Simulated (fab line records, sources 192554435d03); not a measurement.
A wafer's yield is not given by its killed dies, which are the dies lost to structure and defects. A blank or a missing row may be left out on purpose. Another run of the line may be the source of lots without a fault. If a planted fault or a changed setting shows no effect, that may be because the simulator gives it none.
The tool behind it: which one? | flow n5 finfet | 24 wafers from 8 lots sampled at 4 of the route's 1938 steps

## WHAT THE GAUGES SHOWED, per wafer
N5_FIN_SAQP_INSPECT_18: inspects for defects (brightfield).
lot  | measured    | on                | raw defect count
L290 | day 4 03:44 | defect inspect-02 | 414 470 434
L291 | day 4 09:44 | defect inspect-01 | 402 408 1412
L292 | day 4 17:09 | defect inspect-02 | 294 452 1476
L299 | day 6 10:30 | defect inspect-01 | 532 439 624
L301 | day 6 22:17 | defect inspect-02 | 277 355 343
L302 | day 7 04:23 | defect inspect-02 | 348 380 470
L303 | day 7 09:52 | defect inspect-01 | 551 393 302
L304 | day 7 16:28 | defect inspect-01 | 401 377 566

## WHAT TOOL EACH LOT RAN ON (gives the tool, then ch and the chambers of the sampled wafers, and finally the start)
lot  | N5_PMOS_HMC_CHANNEL_EPI_CMP_21 | N5_FIN_SAQP_PECVD_47           | N5_FIN_SAQP_HM_DEP_72
L290 | cmp-01 ch 0,1,2, day 4 01:27   | pecvd-01 ch 0,2, day 4 03:01   | pecvd-02 ch 0,2, day 4 03:13
L291 | cmp-01 ch 0,2,3, day 4 07:42   | pecvd-01 ch 1,2, day 4 09:08   | pecvd-02 ch 0,1,2, day 4 09:21
L292 | cmp-02 ch 1,2,3, day 4 13:46   | pecvd-01 ch 0,1,2, day 4 16:26 | pecvd-02 ch 0,1,2, day 4 16:38
L299 | cmp-01 ch 0,2,3, day 6 08:15   | pecvd-02 ch 0,1, day 6 09:47   | pecvd-01 ch 0,1,2, day 6 09:59
L301 | cmp-01 ch 0,1,2, day 6 19:56   | pecvd-02 ch 0,2, day 6 21:29   | pecvd-01 ch 0,1,2, day 6 21:46
L302 | cmp-03 ch 2,3, day 7 01:45     | pecvd-02 ch 0,1, day 7 03:39   | pecvd-03 ch 0,2, day 7 03:52
L303 | cmp-01 ch 0,2, day 7 07:27     | pecvd-02 ch 1,2, day 7 09:09   | pecvd-03 ch 0,2, day 7 09:22
L304 | cmp-01 ch 1,2, day 7 13:32     | pecvd-03 ch 0,1, day 7 15:44   | pecvd-01 ch 1,2, day 7 15:56
- N5_PMOS_HMC_CHANNEL_EPI_CMP_21: polishes SiGe30, target thk 54 nm.
- N5_FIN_SAQP_PECVD_47: deposits a-Si from SiH4/He, target thk 45 nm, time 36.3 s.
- N5_FIN_SAQP_HM_DEP_72: deposits SiO2 from SiH4/N2O, target thk 12 nm, time 7.2 s.

## THE ANSWER, worked out from the rows above alone
Rule: usual is defined by the lots themselves. The widest of any qualifying gaps counts: lots, ordered by their means at a reading, are off when they make up no more than a third of the lots, leave a main group of 4 or more, and stand apart from it by 3 or more times the standard deviation of that group's means. Not used: any main group whose means are identical at the precision the tables above print for the reading. A lot without any number at a reading at which 4 lots or more have one is off too. Where the step has rows for the other lots, those lots are counted as sound.
Off at N5_FIN_SAQP_INSPECT_18 (raw defect count): L291, L292. Main group: mean 426, sd 62.
If a tool, at a process step before that reading, ran all the lots that are off and no sound lot after the first of them, it fits. The gauges at N5_FIN_SAQP_INSPECT_18 are tried like those tools. Can't be told from this: 2 tools fit, pecvd-01 at N5_FIN_SAQP_PECVD_47, pecvd-02 at N5_FIN_SAQP_HM_DEP_72.

## WHAT THE SIMULATOR PUT IN
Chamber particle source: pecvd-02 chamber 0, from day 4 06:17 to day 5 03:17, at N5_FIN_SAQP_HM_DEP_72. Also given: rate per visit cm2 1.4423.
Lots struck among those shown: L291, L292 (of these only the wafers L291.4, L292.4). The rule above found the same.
